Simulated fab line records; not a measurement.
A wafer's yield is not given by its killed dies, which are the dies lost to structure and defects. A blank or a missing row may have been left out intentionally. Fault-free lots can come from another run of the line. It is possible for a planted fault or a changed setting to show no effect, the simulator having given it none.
fab line records -- flow n5_finfet
record lots=4, wafers=12, last_day=18
route steps=1938 shown BEOL_M4@1099 BEOL_M5@1112 TV_OPEN@1890 PASSIVATION@1936
lots that met no fault: taken from a fault-free run of the same line
start_h: hours from the record's first day to the start of the lot's first wafer shown -- wait_h: hours since the lot's step before -- " same as the row above -- L1.1+2: several wafers, shown together as one row -- - either no value or no given start -- * or withheld: withheld -- < > ~ a bound
route shown NAME@n: NAME is a module with steps in the file, n the number in the route of the first one -- usual: average and standard deviation across the fault-free wafers -- same: alike in all rows -- chamber/n: place in a boat -- sites: readings site by site -- _std_site: the standard deviation of these -- _edge_site: inner sites' mean taken away from outer sites' mean -- radius_mm: for every site, how far away it sits from the centre of the wafer -- mask NAME#n: copy n -- behind: tool/chamber where the wafer was last shaped -- hold: cause of the lot's hold/its duration in hours/its outcome -- device: the transistor (n, p or np) that didn't switch -- end of line: at the end of the route, the tests of the same wafers -- for a step that has no rows: nothing shown but its recipe -- killed: count of dies lost to structure and defects at first sort (not the wafer's yield) -- map: the dies of a wafer, with x for killed, . for not killed, _ for no die there
set.NAME: the setting as run; set.NAME@STEP: as run at that earlier step -- model.NAME: the simulator's own value behind a step, which no gauge read
a table for each step, a row for each wafer; lots at some steps of the route
services: a tool's chamber out of use, with start hour (start_h, from the record's first day; less than 0 if before it), hours out, and reason
## steps
# step N5_BEOL_M4_ANNEAL_95
# recipe temp_c=400, time_s=240, ambient=vacuum
# step N5_BEOL_M4_SPUTTER_96
# recipe material=Cu, target_thk_a=45, temp_c=-20, chamber_pressure_pa=0.07, power_w=withheld, time_s=8.29
# step N5_BEOL_M4_ECD_50
# recipe material=Cu, target_thk_a=3000
# step N5_BEOL_M4_ANNEAL_51
# recipe temp_c=225, time_s=90, ambient=N2
# step N5_BEOL_M4_CMP_52
# recipe stop_on=SiOC, t_overpolish_s=6.8, down_force_psi=1, platen_rpm=50, clearing_platen_down_force_psi=1.5, clearing_platen_rpm=50, post_cmp_clean=cu_alkaline, target_thk_nm=40, clearing_platen_pad_velocity_m_s=0.99484, pad_velocity_m_s=0.99484
# step N5_BEOL_M4_PRE_CLEAN_60
# recipe gas=NH3/H2, time_s=15, temp_c=*, rf_power_w=300
# step N5_BEOL_M4_CO_CAP_55
# recipe material=Co, target_thk_a=20, temp_c=200, precursor=CCTBA/H2, pressure_torr=30, time_s=102.1
# step N5_BEOL_M4_PRE_CLEAN_56
# recipe gas=NH3, time_s=15, temp_c=withheld, rf_power_w=300
# step N5_BEOL_M4_DEP_57
# recipe material=SiCN, target_thk_a=80, temp_c=withheld, precursor=3MS/NH3, pressure_torr=3, rf_w=202, time_s=14
# step N5_BEOL_M4_RC_MEAS_101
# usual DIBL_N=36.4/1.3, DIBL_P=36.5/1.7, IOFF_N=0.154/0.022, IOFF_P=0.202/0.025, ION_N=671/9.8, ION_P=460/6.8, SS_N=71.6/0.54, SS_P=73.4/0.58, VT_N=250.9/2.8, VT_P=-251.4/2.7
lot.wafer,tool,chamber,start_h,wait_h,DIBL_N[mV/V],DIBL_P[mV/V],IOFF_N[nA/um],IOFF_P[nA/um],ION_N[uA/um],ION_P[uA/um],SS_N[mV/dec],SS_P[mV/dec],VT_N[mV],VT_P[mV]
L843.2,prober-02,0,222.82,0.2,34.9,35.3,0.129,0.191,664,464,71.1,73.2,256.8,-250.7
L843.3,prober-02,0,222.82,0.2,38.1,39.3,0.194,0.264,684,474,72.1,73.9,247.2,-247.0
L843.6,prober-02,0,222.82,0.2,35.3,35.7,0.141,0.204,670,465,71.6,74.0,254.5,-253.1
L846.2,prober-02,0,228.47,0.2,35.5,35.4,0.131,0.175,662,455,70.8,72.9,251.4,-254.1
L846.3,prober-02,0,228.47,0.2,36.2,36.6,0.145,0.188,664,455,72.4,72.8,251.6,-253.5
L846.4,prober-02,0,228.47,0.2,37.1,37.8,0.162,0.208,674,457,71.9,73.6,248.3,-252.8
L852.1,prober-01,0,268.26,0.0,36.6,37.4,0.153,0.212,674,459,71.7,73.6,252.2,-250.5
L852.3,prober-01,0,268.26,0.0,35.0,34.5,0.117,0.174,641,448,71.2,72.7,256.2,-253.7
L852.6,prober-01,0,268.26,0.0,37.1,36.2,0.148,0.200,662,452,72.0,73.3,255.1,-250.5
L857.1,prober-01,0,310.67,0.0,33.7,33.9,0.121,0.185,672,463,70.7,72.6,252.3,-248.9
L857.2,prober-01,0,310.67,0.0,34.9,35.8,0.146,0.217,684,471,71.2,73.6,250.0,-247.5
L857.6,prober-01,0,310.67,0.0,34.2,34.5,0.128,0.194,663,464,70.9,72.4,251.7,-248.6
# step N5_BEOL_M5_ILD_DEP_00
# recipe material=SiCOH_lowk, target_thk_a=1406.4, temp_c=300, precursor=DEMS/porogen, pressure_torr=5, rf_w=500, time_s=25.9
# step N5_BEOL_M5_CURE_79
# recipe temp_c=385, time_s=240, ambient=He/Ar, material=SiCOH_lowk
# step N5_BEOL_M5_PECVD_70
# recipe material=SiO2, target_thk_a=160, temp_c=400, precursor=TEOS/O2, pressure_torr=5.5, rf_w=450, teos_flow_sccm=53.8, gas=O2, flow_sccm=3000, time_s=18
# step N5_BEOL_M5_HM_DEP_02
# recipe material=TiN, target_thk_a=200, temp_c=25, chamber_pressure_pa=0.49996
# step N5_BEOL_M5_COAT_59
# recipe resist=SOC, temp_c=250, time_s=60, spin_rpm=1500, resist_thk_nm=60
# step N5_BEOL_M5_COAT_60
# recipe resist=SiARC, temp_c=220, time_s=60, spin_rpm=1500, resist_thk_nm=12
# step N5_BEOL_M5_COAT_71
# recipe resist=underlayer, temp_c=205, time_s=60, spin_rpm=1500, resist_thk_nm=5
# step N5_BEOL_M5_COAT_05
# recipe resist=CAR-EUV, spin_rpm=1500, resist_thk_nm=30
# step N5_BEOL_M5_EBR_07
# recipe solvent=PGMEA, ebr_width_mm=1.5
# step N5_BEOL_M5_SOFTBAKE_06
# recipe temp_c=110, time_s=60, resist=CAR-EUV
# step N5_BEOL_M5_EXPOSE_08
# recipe mask_id=M5, na=0.33, source_shape=annular, sigma_inner=0.4, sigma_outer=0.8, polarization=unpolarized, target_cd_nm=28, dose_mj=35.75
# step N5_BEOL_M5_PEB_09
# recipe peb_temp_c=100, peb_time_s=60, resist=CAR-EUV
# step N5_BEOL_M5_DEVELOP_10
# recipe develop_time_s=30, developer=TMAH, resist=CAR-EUV, rinse_liquid=surfactant_rinse, dry=air_spin, dev_temp_c=23
# step N5_BEOL_M5_DESCUM_16
# recipe chemistry=O2, time_s=7, source_power_w=50, bias_power_w=20, pressure_mtorr=20, rf_frequency_hz=2.712e+07, temp_c=40, resist=CAR-EUV, o2_flow_sccm=225
# step N5_BEOL_M5_ETCH_72
# recipe chemistry=N2/H2, target=underlayer, target_depth_a=65, mask_material=CAR-EUV, time_s=5.2, ion_energy_ev=200, pressure_mtorr=30, source_w=840, bias_w=150, n2_flow_sccm=200, h2_flow_sccm=200, ends=cleared
# step N5_BEOL_M5_ETCH_61
# recipe chemistry=CF4, target=SiARC, target_depth_a=156, mask_material=CAR-EUV, time_s=26, ion_energy_ev=80, pressure_mtorr=40, source_w=545, bias_w=36, Ar_flow_sccm=100, cf4_flow_sccm=100, ends=cleared
# step N5_BEOL_M5_ETCH_62
# recipe chemistry=N2/H2, target=SOC, target_depth_a=750, overetch_a=150, mask_material=SiARC, temp_c=40, time_s=112.5, ion_energy_ev=200, pressure_mtorr=30, source_w=840, bias_w=150, n2_flow_sccm=200, h2_flow_sccm=200
# step N5_BEOL_M5_STRIP_63
# recipe chemistry=N2/H2, temp_c=40, n2_flow_sccm=200, h2_flow_sccm=200, rf_frequency_hz=6e+07
# step N5_BEOL_M5_STRIP_73
# recipe chemistry=N2/H2, temp_c=40, n2_flow_sccm=200, h2_flow_sccm=200, rf_frequency_hz=6e+07
# step N5_BEOL_M5_STRIP_64
# recipe chemistry=CF4, resist=SiARC, power_w=300, bias_power_w=75, pressure_mtorr=50, cf4_flow_sccm=150, rf_frequency_hz=6e+07
# step N5_BEOL_M5_HM_OPEN_17
# recipe chemistry=Cl2/BCl3, target_depth_a=200, overetch_a=60, target=TiN, mask_material=SOC, ion_energy_ev=150, pressure_mtorr=10, icp_w=1000, bias_w=126, Cl2_flow_sccm=53.25, bcl3_flow_sccm=21.75, Ar_flow_sccm=25
# step N5_BEOL_M5_STRIP_19
# recipe chemistry=O2, power_w=400, temp_c=40, pressure_mtorr=30, rf_frequency_hz=6e+07, bias_power_w=0, overash_fraction=0.2, o2_flow_sccm=225
# step N5_BEOL_M5_COAT_65
# recipe resist=SOC, temp_c=250, time_s=60, spin_rpm=1500, resist_thk_nm=60
# step N5_BEOL_M5_COAT_66
# recipe resist=SiARC, temp_c=220, time_s=60, spin_rpm=1500, resist_thk_nm=12
# step N5_PASSIVATION_ETCH_15
# recipe chemistry=CF4/N2, target=SiCN, target_depth_a=750, taper_deg=2, time_s=81.2, ion_energy_ev=150, mask_material=SiNx, pressure_mtorr=40, source_w=430, bias_w=70, Ar_flow_sccm=100, cf4_flow_sccm=60, n2_flow_sccm=60
# usual cf4_flow_sccm=60.01/0.18, drypump_motor_current_A=5.7/0.42, oes_product_au=0.83/0.067, rf_vpp_V=382.8/2.1, showerhead_plenum_p_Torr=2.23/0.079, throttle_valve_pct=15.34/0.18
lot.wafer,tool,chamber,start_h,wait_h,cf4_flow_sccm,drypump_motor_current_A,oes_product_au,rf_hours_counter_h,rf_vpp_V,showerhead_plenum_p_Torr,throttle_valve_pct,model.etch.depth_nm
L843.2,rie_diel-01,1,322.94,-,60.07,5.9,0.82,77,385.1,2.32,15.05,29.01
L843.3,rie_diel-01,0,322.94,-,60.10,5.1,0.81,97,385.6,2.31,15.44,28.7
L843.6,rie_diel-01,1,322.94,-,59.80,5.9,0.80,-,385.6,2.32,15.03,64.73
L846.2,rie_diel-01,3,329.34,-,60.03,5.4,0.82,99,382.7,2.22,15.45,30.01
L846.3,rie_diel-01,0,329.34,-,60.11,5.1,0.80,98,385.4,2.31,15.42,29.08
L846.4,rie_diel-01,1,329.34,-,60.20,5.9,0.80,-,384.3,2.32,15.05,65.44
L852.1,rie_diel-03,3,375.72,-,60.26,4.8,0.78,110,381.7,2.13,15.67,63.63
L852.3,rie_diel-03,1,375.72,-,59.56,5.9,0.79,103,383.0,2.22,15.41,64.24
L852.6,rie_diel-03,0,375.72,-,60.21,5.2,0.85,-,385.3,2.34,15.38,66.83
L857.1,rie_diel-01,0,414.90,-,59.73,5.0,0.77,125,384.9,2.30,15.49,64.76
L857.2,rie_diel-01,3,414.90,-,59.99,5.4,0.80,126,382.0,2.21,15.49,67.41
L857.6,rie_diel-01,1,414.90,-,59.91,6.0,0.77,-,384.1,2.31,15.10,64.88
# step N5_PASSIVATION_PROBE_49
# usual defect_limited_yield=91.1/1.3, killed_at_M0_to_M3=34/10, killed_at_M4_up=14/5.7, killed_at_contacts=12/5.9, killed_at_front_end=41/12, killed_at_other=4/3.1, killed_dies=105/15, killed_on_rim=14/4.2, killed_open=69/11, killed_short=35/7.8, sort_bin_5_function=5.3/0.81, sort_bin_6_memory=3.3/0.75, sort_n_pass=1075/15, sort_yield_pct=91.1/1.3
# same gross_dies=1180, killed_at_back_side=0, sort_bin_4_leakage[%]=0, sort_bin_8_speed[%]=0
lot.wafer,tool,chamber,start_h,wait_h,defect_limited_yield[%],killed_at_M0_to_M3,killed_at_M4_up,killed_at_contacts,killed_at_front_end,killed_at_other,killed_dies,killed_on_rim,killed_open,killed_short,sort_bin_5_function[%],sort_bin_6_memory[%],sort_n_pass,sort_yield_pct[%]
L843.2,prober-02,-,329.70,0.1,0,37,9,8,57,1069,1180,152,74,39,96.3,3.3,0,0
L843.3,prober-02,-,329.75,0.1,0,39,12,12,48,1069,1180,152,68,45,96.1,3.6,0,0
L846.2,prober-02,-,336.82,0.1,0,26,14,15,22,1103,1180,152,54,29,97.5,2.1,0,0
L846.3,prober-02,-,336.87,0.1,0,57,6,12,23,1082,1180,152,77,26,96.7,2.9,0,0
# killed by level:class
L843.2 TV_OPEN:area_etch=1065 FIN_SAQP:geometric_particle:open=20 FIN_SAQP:geometric_particle:short=14 BEOL_M2:geometric_particle:open=13 BEOL_M3:geometric_particle:open=8 MOL_CONTACT_COAG:geometric_particle:open=6 STI_FIN_REVEAL:geometric_particle:open=5 BEOL_M2:geometric_particle:short=5
L843.3 TV_OPEN:area_etch=1067 FIN_SAQP:geometric_particle:short=15 FIN_SAQP:geometric_particle:open=13 BEOL_M3:geometric_particle:open=10 BEOL_M2:geometric_particle:open=9 STI_FIN_REVEAL:geometric_particle:open=7 MOL_CONTACT_COAG:geometric_particle:open=6 MOL_CONTACT_COAG:geometric_particle:short=6
L846.2 TV_OPEN:area_etch=1096 BEOL_M2:geometric_particle:open=11 MOL_CONTACT_COAG:geometric_particle:open=9 MOL_CONTACT_COAG:geometric_particle:short=6 BEOL_M0_SAQP:geometric_particle:open=5 BEOL_M2:geometric_particle:short=5 STI_FIN_REVEAL:geometric_particle:open=4 BEOL_M4:geometric_particle:open=3
L846.3 TV_OPEN:area_etch=1077 BEOL_M2:geometric_particle:open=14 MOL_CONTACT_COAG:geometric_particle:open=12 BEOL_M3:geometric_particle:open=12 BEOL_M0_SAQP:geometric_particle:short=8 BEOL_M0_SAQP:geometric_particle:open=8 STI_FIN_REVEAL:geometric_particle:open=5 GATE_CUT:geometric_particle:open=5
# map L843.2 (x killed, . not)
_________________xxxxxxxxxxxx________________
______________xxxxxxxxxxxxxxxxxx_____________
___________xxxxxxxxxxxxxxxxxxxxxxxx__________
__________xxxxxxxxxxxxxxxxxxxxxxxxxx_________
________xxxxxxxxxxxxxxxxxxxxxxxxxxxxxx_______
_______xxxxxxxxxxxxxxxxxxxxxxxxxxxxxxxx______
______xxxxxxxxxxxxxxxxxxxxxxxxxxxxxxxxxx_____
_____xxxxxxxxxxxxxxxxxxxxxxxxxxxxxxxxxxxx____
____xxxxxxxxxxxxxxxxxxxxxxxxxxxxxxxxxxxxxx___
___xxxxxxxxxxxxxxxxxxxxxxxxxxxxxxxxxxxxxxxx__
___xxxxxxxxxxxxxxxxxxxxxxxxxxxxxxxxxxxxxxxx__
__xxxxxxxxxxxxxxxxxxxxxxxxxxxxxxxxxxxxxxxxxx_
__xxxxxxxxxxxxxxxxxxxxxxxxxxxxxxxxxxxxxxxxxx_
_xxxxxxxxxxxxxxxxxxxxxxxxxxxxxxxxxxxxxxxxxxxx
_xxxxxxxxxxxxxxxxxxxxxxxxxxxxxxxxxxxxxxxxxxxx
_xxxxxxxxxxxxxxxxxxxxxxxxxxxxxxxxxxxxxxxxxxxx
_xxxxxxxxxxxxxxxxxxxxxxxxxxxxxxxxxxxxxxxxxxxx
_xxxxxxxxxxxxxxxxxxxxxxxxxxxxxxxxxxxxxxxxxxxx
_xxxxxxxxxxxxxxxxxxxxxxxxxxxxxxxxxxxxxxxxxxxx
_xxxxxxxxxxxxxxxxxxxxxxxxxxxxxxxxxxxxxxxxxxxx
_xxxxxxxxxxxxxxxxxxxxxxxxxxxxxxxxxxxxxxxxxxxx
__xxxxxxxxxxxxxxxxxxxxxxxxxxxxxxxxxxxxxxxxxx_
__xxxxxxxxxxxxxxxxxxxxxxxxxxxxxxxxxxxxxxxxxx_
___xxxxxxxxxxxxxxxxxxxxxxxxxxxxxxxxxxxxxxxx__
___xxxxxxxxxxxxxxxxxxxxxxxxxxxxxxxxxxxxxxxx__
____xxxxxxxxxxxxxxxxxxxxxxxxxxxxxxxxxxxxxx___
_____xxxxxxxxxxxxxxxxxxxxxxxxxxxxxxxxxxxx____
______xxxxxxxxxxxxxxxxxxxxxxxxxxxxxxxxxx_____
_______xxxxxxxxxxxxxxxxxxxxxxxxxxxxxxxx______
________xxxxxxxxxxxxxxxxxxxxxxxxxxxxxx_______
__________xxxxxxxxxxxxxxxxxxxxxxxxxx_________
___________xxxxxxxxxxxxxxxxxxxxxxxx__________
______________xxxxxxxxxxxxxxxxxx_____________
_________________xxxxxxxxxxxx________________
# map L846.2 (x killed, . not)
_________________xxxxxxxxxxxx________________
______________xxxxxxxxxxxxxxxxxx_____________
___________xxxxxxxxxxxxxxxxxxxxxxxx__________
__________xxxxxxxxxxxxxxxxxxxxxxxxxx_________
________xxxxxxxxxxxxxxxxxxxxxxxxxxxxxx_______
_______xxxxxxxxxxxxxxxxxxxxxxxxxxxxxxxx______
______xxxxxxxxxxxxxxxxxxxxxxxxxxxxxxxxxx_____
_____xxxxxxxxxxxxxxxxxxxxxxxxxxxxxxxxxxxx____
____xxxxxxxxxxxxxxxxxxxxxxxxxxxxxxxxxxxxxx___
___xxxxxxxxxxxxxxxxxxxxxxxxxxxxxxxxxxxxxxxx__
___xxxxxxxxxxxxxxxxxxxxxxxxxxxxxxxxxxxxxxxx__
__xxxxxxxxxxxxxxxxxxxxxxxxxxxxxxxxxxxxxxxxxx_
__xxxxxxxxxxxxxxxxxxxxxxxxxxxxxxxxxxxxxxxxxx_
_xxxxxxxxxxxxxxxxxxxxxxxxxxxxxxxxxxxxxxxxxxxx
_xxxxxxxxxxxxxxxxxxxxxxxxxxxxxxxxxxxxxxxxxxxx
_xxxxxxxxxxxxxxxxxxxxxxxxxxxxxxxxxxxxxxxxxxxx
_xxxxxxxxxxxxxxxxxxxxxxxxxxxxxxxxxxxxxxxxxxxx
_xxxxxxxxxxxxxxxxxxxxxxxxxxxxxxxxxxxxxxxxxxxx
_xxxxxxxxxxxxxxxxxxxxxxxxxxxxxxxxxxxxxxxxxxxx
_xxxxxxxxxxxxxxxxxxxxxxxxxxxxxxxxxxxxxxxxxxxx
_xxxxxxxxxxxxxxxxxxxxxxxxxxxxxxxxxxxxxxxxxxxx
__xxxxxxxxxxxxxxxxxxxxxxxxxxxxxxxxxxxxxxxxxx_
__xxxxxxxxxxxxxxxxxxxxxxxxxxxxxxxxxxxxxxxxxx_
___xxxxxxxxxxxxxxxxxxxxxxxxxxxxxxxxxxxxxxxx__
___xxxxxxxxxxxxxxxxxxxxxxxxxxxxxxxxxxxxxxxx__
____xxxxxxxxxxxxxxxxxxxxxxxxxxxxxxxxxxxxxx___
_____xxxxxxxxxxxxxxxxxxxxxxxxxxxxxxxxxxxx____
______xxxxxxxxxxxxxxxxxxxxxxxxxxxxxxxxxx_____
_______xxxxxxxxxxxxxxxxxxxxxxxxxxxxxxxx______
________xxxxxxxxxxxxxxxxxxxxxxxxxxxxxx_______
__________xxxxxxxxxxxxxxxxxxxxxxxxxx_________
___________xxxxxxxxxxxxxxxxxxxxxxxx__________
______________xxxxxxxxxxxxxxxxxx_____________
_________________xxxxxxxxxxxx________________
## services
tool,chamber,start_h,hours,kind
rie_diel-03,-,298.97,15.6,pm
rie_diel-01,2,321.53,13.2,repair
rie_diel-03,-,367.22,0.3,repair
rie_diel-03,-,393.47,0.4,repair
rie_diel-01,2,411.46,7.8,repair
## key
first_sign step=N5_PASSIVATION_PROBE_49, reading=killed_at_other, direction=up, sigmas=99+, usual=4, struck=1081
effect step=N5_PASSIVATION_PROBE_49, reading=sort_bin_5_function, direction=up, sigmas=99+, usual=5.3, struck=96.6
model_effect step=N5_PASSIVATION_ETCH_15, value=etch.depth_nm, without=65.91, struck=29.2
more_kills_born_at N5_PASSIVATION_ETCH_15@rie_diel-01=4305
met_at N5_PASSIVATION_ETCH_15
struck_wafers L843.2,L843.3,L846.2,L846.3
later_rows_left_out L843.2,L843.3,L846.2,L846.3
fault kind=process_parameter_drift, tool=rie_diel-01, chamber=-, onset_h=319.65, steps=N5_PASSIVATION_ETCH_15, channel=target_depth_a, offset=-417.7, shape=step, end_h=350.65, scope=struck_wafers_only, acts_in=these_recipes_only, stated=750
# later_rows_left_out: the simulator's readings of these wafers behind a module that went badly wrong aren't trusted and aren't shown, but for the sort
